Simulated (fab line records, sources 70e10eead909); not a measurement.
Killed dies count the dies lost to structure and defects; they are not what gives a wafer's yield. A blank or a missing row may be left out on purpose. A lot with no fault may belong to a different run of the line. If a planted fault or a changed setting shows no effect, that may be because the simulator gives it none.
One fault seen from 3 desks :: flow nandHarc :: each desk holds nothing but its own numbers, with what lay behind them at the end

## THE METROLOGY DESK
What the gauges read, lot by lot, whatever tool the lot ran on: means of the sampled wafers that have a number. A lot is out of limits, marked OUT, if its mean lies more than 4 standard deviations from the usual mean; the brackets give that distance.
Columns: A = cdNm at NHARC_A_SGD_CUT_CD_MEAS_09, usual 99.9 nm; B = overlayXNm at NHARC_A_SGD_CUT_OVL_MEAS_10, usual -0.1 nm; C = overlayYNm at NHARC_A_SGD_CUT_OVL_MEAS_10, usual 0.1 nm; D = thkNm at NHARC_A_SGD_CUT_THK_MEAS_22, usual 148.6 nm; E = cdNm at NHARC_A_SLIT_CD_MEAS_09, usual 299.9 nm; F = overlayXNm at NHARC_A_SLIT_OVL_MEAS_10, usual 0.0 nm; G = overlayYNm at NHARC_A_SLIT_OVL_MEAS_10, usual -0.1 nm
lot: L551
first seen here: day 20 01:49
A: 99.6
B: -0.0
C: 0.4
D: 147.4
E: 299.7
F: -0.8
G: -1.9

lot: L559
first seen here: day 23 20:32
A: 100.5
B: -0.1
C: -0.2
D: 149.3
E: 299.8
F: 0.9
G: 0.3

lot: L560
first seen here: day 24 03:38
A: 99.8
B: -0.4
C: -0.2
D: 148.9
E: 299.9
F: -0.4
G: 1.1

lot: L562
first seen here: day 25 07:17
A: 100.2
B: 0.7
C: -0.5
D: 149.6
E: 299.4
F: 0.4
G: -0.5

lot: L566
first seen here: day 25 20:49
A: 99.8
B: 0.9
C: 0.3
D: 147.4
E: 299.9
F: -0.8
G: 0.9
This desk's verdict: no lot among the 5 shows anything out of limits.

## THE DEFECT DESK
What the inspections along the route counted, lot by lot: means of the sampled wafers that have a number. A lot is out of limits, marked OUT, if its mean lies more than 4 standard deviations from the usual mean; the brackets give that distance.
Columns: A = rawDefectCount at NHARC_A_SGD_CUT_INSPECT_11, usual 53
lot: L551
first seen here: day 20 01:56
A: 81

lot: L559
first seen here: day 23 20:40
A: 22

lot: L560
first seen here: day 24 03:45
A: 87

lot: L562
first seen here: day 25 07:24
A: 59

lot: L566
first seen here: day 25 20:56
A: 47
This desk's verdict: no lot among the 5 shows anything out of limits.

## TOOL OWNER'S DESK, rieDiel-01
The tool's own readings at NHARC_A_SGD_CUT_ETCH_16 (etches the open film in C4F8/O2/Ar, target depth 310.5 nm, time 155.2 s): means of the sampled wafers that have a number, for each lot that ran on this tool. A lot is out of limits, marked OUT, if its mean lies more than 4 standard deviations from the usual mean; the brackets give that distance.
Columns: A = chamberPressureMTorr at NHARC_A_SGD_CUT_ETCH_16, usual 25.001 mTorr; B = oesProductAu at NHARC_A_SGD_CUT_ETCH_16, usual 0.974 a.u.; C = rfVppV at NHARC_A_SGD_CUT_ETCH_16, usual 725 V
lot: L559
first seen here: day 23 21:25
A: 25.018
B: 0.977
C: 724

lot: L562
first seen here: day 25 08:04
A: 24.963
B: 0.976
C: 727

lot: L566
first seen here: day 25 21:36
A: 25.018
B: 0.971
C: 726
This desk's verdict: no lot among the 3 shows anything out of limits.

## BROUGHT TOGETHER
At the metrology desk, nothing out of limits was observed.
No out-of-limits result turned up at the defect desk.
Nothing out of limits was seen by the tool owner's desk.

## WHAT WAS PUT IN BY THE SIMULATOR
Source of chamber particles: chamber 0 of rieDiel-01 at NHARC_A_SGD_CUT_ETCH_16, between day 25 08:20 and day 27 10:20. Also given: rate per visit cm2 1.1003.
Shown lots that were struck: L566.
